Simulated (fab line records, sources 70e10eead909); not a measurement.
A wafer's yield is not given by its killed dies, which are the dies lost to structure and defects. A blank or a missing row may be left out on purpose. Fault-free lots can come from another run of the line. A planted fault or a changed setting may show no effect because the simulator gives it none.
Chamber matching ; flow nandHarc ; NHARC_A_ZERO_WELL_ETCH_13 on rieSi-04: 4 sister chambers
The step etches the open film in HBr/Cl2, target depth 120 nm, time 40.1 s. 14 wafers are shown with their chamber, then 7 later ones without.

## WAFERS PAIRED WITH THEIR CHAMBERS
wafer;chamber;oesProductAu (a.u.);throttleValvePct (%)
L513.1;2;0.994;26.394
L513.2;3;0.989;26.390
L513.3;0;0.988;26.409
L516.2;0;1.000;26.399
L516.4;1;0.990;26.404
L516.5;3;1.002;26.395
L519.1;1;0.991;26.417
L519.2;3;0.987;26.405
L519.4;0;0.986;26.402
L523.1;3;0.991;26.419
L523.3;2;0.994;26.419
L523.6;3;0.994;26.397
L526.2;1;0.987;26.416
L526.3;3;1.004;26.409

SIGNATURES (averages over the wafers above)
reading;chamber 0;chamber 1;chamber 2;chamber 3;scatter within a chamber
oesProductAu;0.99133;0.98933;0.99400;0.99450;0.00607
throttleValvePct;26.40333;26.41233;26.40650;26.40250;0.0102
Rule: for a wafer and a chamber, the distance is found by dividing, reading by reading, the gap between the wafer's reading and the chamber's mean by the reading's scatter, squaring, summing and taking the root. The wafer belongs to the nearest chamber; if the next one is less than 2 further off, it can't be placed. How the scatter is found: for the shown wafers, subtract from each reading the mean of its chamber, square and add these, divide the total by (wafers less chambers), then take the root.

## WAFERS WITHOUT THEIR CHAMBER
wafer;oesProductAu (a.u.);throttleValvePct (%)
L526.4;0.991;26.409
L528.2;0.996;26.414
L528.5;0.990;26.398
L528.6;1.004;26.389
L529.3;0.996;26.406
L529.4;0.995;26.421
L529.5;0.992;26.398

## WHICH CHAMBER EACH ONE RAN IN
wafer;from the rows above;in truth
L526.4;can't be placed: 1 or 2 or 0 or 3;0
L528.2;can't be placed: 2 or 1 or 3 or 0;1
L528.5;can't be placed: 0 or 3 or 2 or 1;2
L528.6;can't be placed: 3 or 2 or 0 or 1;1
L529.3;can't be placed: 2 or 3 or 0 or 1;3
L529.4;can't be placed: 1 or 2 or 3 or 0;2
L529.5;can't be placed: 0 or 3 or 2 or 1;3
Correctly placed: 0 of 7. Unplaceable from these rows: 7, with the true chamber sitting among the candidates in 7. Wrongly placed: 0.
